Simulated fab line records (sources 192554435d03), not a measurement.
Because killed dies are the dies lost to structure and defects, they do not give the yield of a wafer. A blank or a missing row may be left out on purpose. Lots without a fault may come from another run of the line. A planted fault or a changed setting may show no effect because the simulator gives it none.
Chamber matching | flow n5_finfet | N5_GATE_CUT_ETCH_36 on rie_diel-06: 4 sister chambers
The step etches SiARC in CF4, target depth 13 nm, time 21.7 s. 8 wafers are shown with their chamber, then 8 later ones without.

== WAFERS PAIRED WITH THEIR CHAMBERS ==
wafer  | chamber | showerhead_plenum_p_Torr (Torr) | throttle_valve_pct (%)
L075.6 | 3       | 2.07                            | 16.25
L081.5 | 2       | 2.15                            | 15.37
L082.1 | 2       | 2.15                            | 15.38
L083.4 | 1       | 2.21                            | 15.87
L088.1 | 0       | 2.22                            | 15.47
L088.5 | 1       | 2.21                            | 15.89
L088.6 | 0       | 2.22                            | 15.47
L094.2 | 3       | 2.06                            | 16.30

== WAFERS WHOSE CHAMBER IS MISSING ==
wafer  | showerhead_plenum_p_Torr (Torr) | throttle_valve_pct (%)
L094.3 | 2.22                            | 15.46
L094.5 | 2.06                            | 16.33
L095.4 | 2.22                            | 15.48
L095.5 | 2.21                            | 15.90
L095.6 | 2.22                            | 15.48
L097.1 | 2.20                            | 15.92
L097.4 | 2.22                            | 15.49
L097.5 | 2.15                            | 15.42

== EACH ONE'S CHAMBER ==
wafer  | from the rows above | in truth
L094.3 | 0                   | 0
L094.5 | 3                   | 3
L095.4 | 0                   | 0
L095.5 | 1                   | 1
L095.6 | 0                   | 0
L097.1 | 1                   | 1
L097.4 | 0                   | 0
L097.5 | 2                   | 2
Correctly placed: 8 of 8. From these rows, 0 cannot be placed. Number placed wrongly: 0.
How it was worked out, from the rows above alone: a wafer's distance from a chamber is the root of the sum, over the readings, of the square of ((its reading less the chamber's mean) divided by the reading's scatter). If the next closest chamber is less than 2 further off than the closest, the wafer can't be placed; otherwise it belongs to the closest. The mean given for a chamber averages the wafers shown for that chamber. The scatter: take each reading less its chamber's mean, square it, sum over the shown wafers, divide by the number of wafers less the number of chambers, and take the root.
